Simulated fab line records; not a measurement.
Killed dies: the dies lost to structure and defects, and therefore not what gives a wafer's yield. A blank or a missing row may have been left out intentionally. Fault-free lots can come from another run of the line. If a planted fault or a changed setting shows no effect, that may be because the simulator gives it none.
Matching of chambers | flow n5Finfet | 4 sister chambers for N5_BEOL_M8_DESCUM_33 on rieDiel-03
The step chemistry O2, time 7 s. 4 wafers are shown with their chamber, then 10 later ones without.

## WAFERS WITH THEIR CHAMBER
wafer  | chamber | showerheadPlenumPTorr (Torr)
L088.3 | 1       | 2.03
L088.5 | 0       | 2.13
L089.1 | 2       | 2.12
L089.2 | 3       | 2.04

## WAFERS WITHOUT THEIR CHAMBER
wafer  | showerheadPlenumPTorr (Torr)
L089.4 | 2.03
L092.2 | 2.03
L092.4 | 2.12
L092.6 | 2.03
L095.1 | 2.12
L095.3 | 2.03
L095.4 | 2.02
L094.1 | 2.11
L094.4 | 2.02
L094.6 | 2.12

## WHICH CHAMBER EACH ONE RAN IN
wafer  | from the rows above     | in truth
L089.4 | can't be placed: 1 or 3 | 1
L092.2 | can't be placed: 1 or 3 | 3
L092.4 | can't be placed: 2 or 0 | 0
L092.6 | can't be placed: 1 or 3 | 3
L095.1 | can't be placed: 2 or 0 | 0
L095.3 | can't be placed: 1 or 3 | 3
L095.4 | can't be placed: 1 or 3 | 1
L094.1 | can't be placed: 2 or 0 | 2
L094.4 | can't be placed: 1 or 3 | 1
L094.6 | can't be placed: 2 or 0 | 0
Correct placement for 0 of the 10. Cannot be placed on the basis of these rows: 10; the candidates contain the true chamber in 10. Number placed wrongly: 0.
How it was worked out, from the rows above alone: a wafer's distance from a chamber is the root of the sum, over the readings, of the square of ((its reading less the chamber's mean) divided by the reading's scatter). If the next closest chamber is less than 2 further off than the closest, the wafer can't be placed; otherwise it belongs to the closest. The mean given for a chamber averages the wafers shown for that chamber. The scatter (one wafer shown for each chamber): square how far every hidden wafer sits from the nearest shown wafer, average those squares and take the square root.
